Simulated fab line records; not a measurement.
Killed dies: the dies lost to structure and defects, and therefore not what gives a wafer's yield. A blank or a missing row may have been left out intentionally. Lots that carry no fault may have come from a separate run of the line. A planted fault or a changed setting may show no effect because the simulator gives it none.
Chamber matching	flow n5-finfet	ald-sin-03 running N5_GATE_CUT_ALD_22: 4 sister chambers
The step deposits SiNx, target thk 16 nm, pulse time 1 s, ald cycles 320. 8 wafers are shown with their chamber, then 7 later ones without.

== WAFERS, EACH WITH ITS CHAMBER ==
wafer	chamber	heater-power-w (W)	precursor-pulse-height-rel
L540.1	0	939	0.991
L540.2	2	762	1.001
L540.4	1	834	0.995
L550.1	3	770	0.995
L550.3	1	856	1.034
L550.5	3	753	0.961
L551.2	2	753	0.985
L551.3	0	962	0.976

== WAFERS MISSING THEIR CHAMBER ==
wafer	heater-power-w (W)	precursor-pulse-height-rel
L551.4	806	0.984
L552.1	932	0.938
L552.2	780	0.994
L552.5	859	1.028
L556.1	947	0.938
L556.2	766	0.990
L556.3	790	1.015

== WHICH CHAMBER EACH ONE RAN IN ==
wafer	from the rows above	in truth
L551.4	can't be placed: 1 or 3 or 2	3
L552.1	0	0
L552.2	can't be placed: 3 or 2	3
L552.5	1	1
L556.1	0	0
L556.2	can't be placed: 2 or 3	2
L556.3	can't be placed: 2 or 3 or 1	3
Correct placement for 3 of the 7. These rows do not allow placing 4 (true chamber among the candidates in 4). Placed wrongly: 0.
How it was worked out, from the rows above alone: a wafer's distance from a chamber is the root of the sum, over the readings, of the square of ((its reading less the chamber's mean) divided by the reading's scatter). The wafer belongs to the nearest chamber; if the next one is less than 2 further off, it can't be placed. A chamber's mean is the mean of its shown wafers. The scatter: the root of (the sum of the squares of (reading less its chamber's mean) over the shown wafers, divided by (wafers less chambers)).
